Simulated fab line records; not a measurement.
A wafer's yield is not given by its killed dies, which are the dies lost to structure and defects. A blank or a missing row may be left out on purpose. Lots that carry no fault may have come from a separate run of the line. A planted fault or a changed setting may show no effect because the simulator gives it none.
What tool caused it? | flow nand_harc | 7 lots, 21 wafers sampled, at 4 steps of a route of 1302

== WHAT THE GAUGES READ, wafer by wafer ==
NHARC_P_GATE_CD_MEAS_33.
lot  | measured     | on        | cd_nm (nm)
L333 | day 5 13:19  | cd_sem-01 | 122.6 122.6 123.1
L336 | day 6 17:05  | cd_sem-02 | 113.8 123.0 118.5
L339 | day 8 07:53  | cd_sem-03 | 123.4 118.7 118.7
L341 | day 8 14:59  | cd_sem-02 | 118.3 123.2 119.3
L348 | day 12 00:43 | cd_sem-02 | - - -
L350 | day 12 18:45 | cd_sem-03 | - - -
L352 | day 13 10:17 | cd_sem-01 | 117.4 120.1 117.4

== WHAT TOOL EACH LOT RAN ON (gives the tool, then ch and the chambers of the sampled wafers, and finally the start) ==
lot  | NHARC_P_STI_ETCH_15             | NHARC_P_STI_CMP_21            | NHARC_P_GATE_PEB_24
L333 | rie_si-04 ch 1,2, day 3 08:37   | cmp-01 ch 0,2, day 4 04:11    | litho_track-06 ch 0, day 5 12:15
L336 | rie_si-02 ch 0,1,3, day 4 11:39 | cmp-02 ch 0,2,3, day 5 04:54  | litho_track-01 ch 0, day 6 16:02
L339 | rie_si-01 ch 2,3, day 5 21:20   | cmp-02 ch 1,2,3, day 6 20:32  | litho_track-01 ch 0, day 8 06:49
L341 | rie_si-01 ch 1,2,3, day 6 13:25 | cmp-01 ch 0,1,3, day 7 08:00  | litho_track-01 ch 0, day 8 13:56
L348 | rie_si-01 ch 0,1,2, day 9 11:17 | cmp-02 ch 0,1,3, day 10 10:46 | litho_track-01, day 11 23:39
L350 | rie_si-01 ch 0,3, day 10 10:59  | cmp-04 ch 0,1, day 11 06:02   | litho_track-01, day 12 17:41
L352 | rie_si-01 ch 1,3, day 11 05:59  | cmp-04 ch 0,2,3, day 12 00:18 | litho_track-04 ch 0, day 13 09:14
- NHARC_P_STI_ETCH_15: etches the open film in HBr/Cl2, target depth 300 nm, time 100.1 s.
- NHARC_P_STI_CMP_21: polishes, t overpolish 20 s, target thk 380.67 nm.
- NHARC_P_GATE_PEB_24: peb time 65 s.

== THE ANSWER, worked out from the rows above alone ==
Rule: usual is defined by the lots themselves. The widest of any qualifying gaps counts: lots, ordered by their means at a reading, are off when they make up no more than a third of the lots, leave a main group of 4 or more, and stand apart from it by 3 or more times the standard deviation of that group's means. A main group whose means are all the same, to the digits that the tables above print for the reading, isn't used. A lot without any number at a reading at which 4 lots or more have one is off too. The other lots that the step has rows for count as sound.
Off at NHARC_P_GATE_CD_MEAS_33 (cd_nm): L348, L350. Without a number there: L348, L350. Main group: mean 120.0 nm, sd 1.6.
A tool fits if, at a process step before that reading, it ran every lot that is off, and no sound lot after the first of them. The gauges at NHARC_P_GATE_CD_MEAS_33 are tried like those tools. One fits: NHARC_P_GATE_PEB_24 on litho_track-01. Its last sound lot is L341 (day 8 13:56), its first lot that is off L348 (day 11 23:39): a fault that began between those two fits.

== WHAT WAS PUT IN BY THE SIMULATOR ==
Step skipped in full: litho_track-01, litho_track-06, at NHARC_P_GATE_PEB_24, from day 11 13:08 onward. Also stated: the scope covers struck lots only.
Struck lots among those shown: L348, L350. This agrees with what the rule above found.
